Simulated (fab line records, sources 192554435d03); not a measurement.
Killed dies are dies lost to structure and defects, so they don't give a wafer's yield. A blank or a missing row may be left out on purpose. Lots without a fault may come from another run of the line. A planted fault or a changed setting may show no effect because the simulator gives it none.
Chamber matching | flow n5_finfet | N5_BEOL_M11_CMP_52 on cmp-04: 4 sister chambers
The step polishes, stops on SiCOH lowk, t overpolish 7 s, target thk 140 nm. 8 wafers are shown with their chamber, then 9 later ones without.

WAFERS WITH THEIR CHAMBER
wafer  | chamber | time_to_endpoint_s (s) | motor_current_A (A)
L078.4 | 1       | 61                     | 5.9
L085.6 | 0       | 68                     | 6.0
L084.1 | 1       | 61                     | 6.1
L084.3 | 2       | 63                     | 6.6
L084.4 | 3       | 69                     | 6.1
L086.2 | 2       | 62                     | 6.3
L086.3 | 0       | 71                     | 6.0
L086.6 | 3       | 74                     | 6.1

WAFERS WITHOUT THEIR CHAMBER
wafer  | time_to_endpoint_s (s) | motor_current_A (A)
L091.3 | 64                     | 6.4
L091.4 | 67                     | 6.3
L091.6 | 61                     | 6.2
L094.1 | 64                     | 6.1
L094.4 | 71                     | 6.4
L094.6 | 62                     | 6.6
L097.2 | 63                     | 6.0
L097.5 | 73                     | 6.4
L097.6 | 71                     | 6.3

WHICH CHAMBER EACH WENT THROUGH
wafer  | from the rows above               | in truth
L091.3 | 2                                 | 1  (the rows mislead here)
L091.4 | can't be placed: 2 or 0 or 3 or 1 | 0
L091.6 | can't be placed: 1 or 2           | 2
L094.1 | can't be placed: 1 or 0 or 2 or 3 | 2
L094.4 | can't be placed: 3 or 0 or 2      | 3
L094.6 | 2                                 | 2
L097.2 | 1                                 | 1
L097.5 | can't be placed: 3 or 0           | 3
L097.6 | can't be placed: 3 or 0           | 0
Placed correctly: 2 of 9. Can't be placed from these rows: 6 (the true chamber is among the candidates in 6). Placed wrongly: 1.
How it was worked out, from the rows above alone: a wafer's distance from a chamber is the root of the sum, over the readings, of the square of ((its reading less the chamber's mean) divided by the reading's scatter). The wafer belongs to the nearest chamber; if the next one is less than 2 further off, it can't be placed. A chamber's mean is the mean of its shown wafers. The scatter: the root of (the sum of the squares of (reading less its chamber's mean) over the shown wafers, divided by (wafers less chambers)).
